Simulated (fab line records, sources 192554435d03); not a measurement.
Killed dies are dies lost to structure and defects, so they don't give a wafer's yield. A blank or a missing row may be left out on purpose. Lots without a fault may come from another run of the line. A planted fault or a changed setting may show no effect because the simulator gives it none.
Chamber matching | flow n5_finfet | N5_BEOL_M6_DESCUM_33 on rie_diel-01: 3 sister chambers
The step chemistry O2, time 7 s. 3 wafers are shown with their chamber, then 5 later ones without.

WAFERS WITH THEIR CHAMBER
wafer  | chamber | throttle_valve_pct (%)
L089.5 | 0       | 20.37
L088.1 | 2       | 20.55
L088.2 | 1       | 20.20

WAFERS WITHOUT THEIR CHAMBER
wafer  | throttle_valve_pct (%)
L088.3 | 20.37
L093.1 | 20.55
L093.2 | 20.22
L093.5 | 20.22
L094.5 | 20.41

WHICH CHAMBER EACH WENT THROUGH
wafer  | from the rows above | in truth
L088.3 | 0                   | 0
L093.1 | 2                   | 2
L093.2 | 1                   | 1
L093.5 | 1                   | 1
L094.5 | 0                   | 0
Placed correctly: 5 of 5. Can't be placed from these rows: 0. Placed wrongly: 0.
How it was worked out, from the rows above alone: a wafer's distance from a chamber is the root of the sum, over the readings, of the square of ((its reading less the chamber's mean) divided by the reading's scatter). The wafer belongs to the nearest chamber; if the next one is less than 2 further off, it can't be placed. A chamber's mean is the mean of its shown wafers. The scatter: with one shown wafer a chamber, the root of the mean of the squares of how far each hidden wafer lies from its nearest shown one.
